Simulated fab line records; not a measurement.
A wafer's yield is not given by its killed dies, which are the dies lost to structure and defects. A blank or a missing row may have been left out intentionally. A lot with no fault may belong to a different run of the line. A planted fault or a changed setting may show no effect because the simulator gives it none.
Chamber matching + flow nand_harc + NHARC_A_M0_DEP_32 on pecvd-04: 3 sister chambers
The step deposits SiCN, target thk 30 nm. 3 wafers are shown with their chamber, then 10 later ones without.

== EACH WAFER AND ITS CHAMBER ==
| wafer  | chamber | heater_power_w (W) |
|--------|---------|--------------------|
| L085.6 | 1       | 501                |
| L088.4 | 2       | 541                |
| L092.4 | 0       | 529                |

== WAFERS WITH NO CHAMBER GIVEN ==
| wafer  | heater_power_w (W) |
|--------|--------------------|
| L092.6 | 615                |
| L093.1 | 444                |
| L093.3 | 616                |
| L093.4 | 631                |
| L094.4 | 609                |
| L094.5 | 527                |
| L094.6 | 540                |
| L095.1 | 579                |
| L095.5 | 488                |
| L095.6 | 587                |

== CHAMBER TAKEN BY EACH ==
| wafer  | from the rows above          | in truth |
|--------|------------------------------|----------|
| L092.6 | can't be placed: 2 or 0 or 1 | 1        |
| L093.1 | can't be placed: 1 or 0 or 2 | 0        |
| L093.3 | can't be placed: 2 or 0 or 1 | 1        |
| L093.4 | can't be placed: 2 or 0 or 1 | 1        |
| L094.4 | can't be placed: 2 or 0 or 1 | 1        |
| L094.5 | can't be placed: 0 or 2 or 1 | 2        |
| L094.6 | can't be placed: 2 or 0 or 1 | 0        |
| L095.1 | can't be placed: 2 or 0 or 1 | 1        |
| L095.5 | can't be placed: 1 or 0 or 2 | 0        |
| L095.6 | can't be placed: 2 or 0 or 1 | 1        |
Placed correctly: 0 of 10. Unplaceable from these rows: 10, with the true chamber sitting among the candidates in 10. Placed wrongly: 0.
How it was worked out, from the rows above alone: a wafer's distance from a chamber is the root of the sum, over the readings, of the square of ((its reading less the chamber's mean) divided by the reading's scatter). If the next closest chamber is less than 2 further off than the closest, the wafer can't be placed; otherwise it belongs to the closest. The mean given for a chamber averages the wafers shown for that chamber. The scatter (one wafer shown for each chamber): square how far every hidden wafer sits from the nearest shown wafer, average those squares and take the square root.
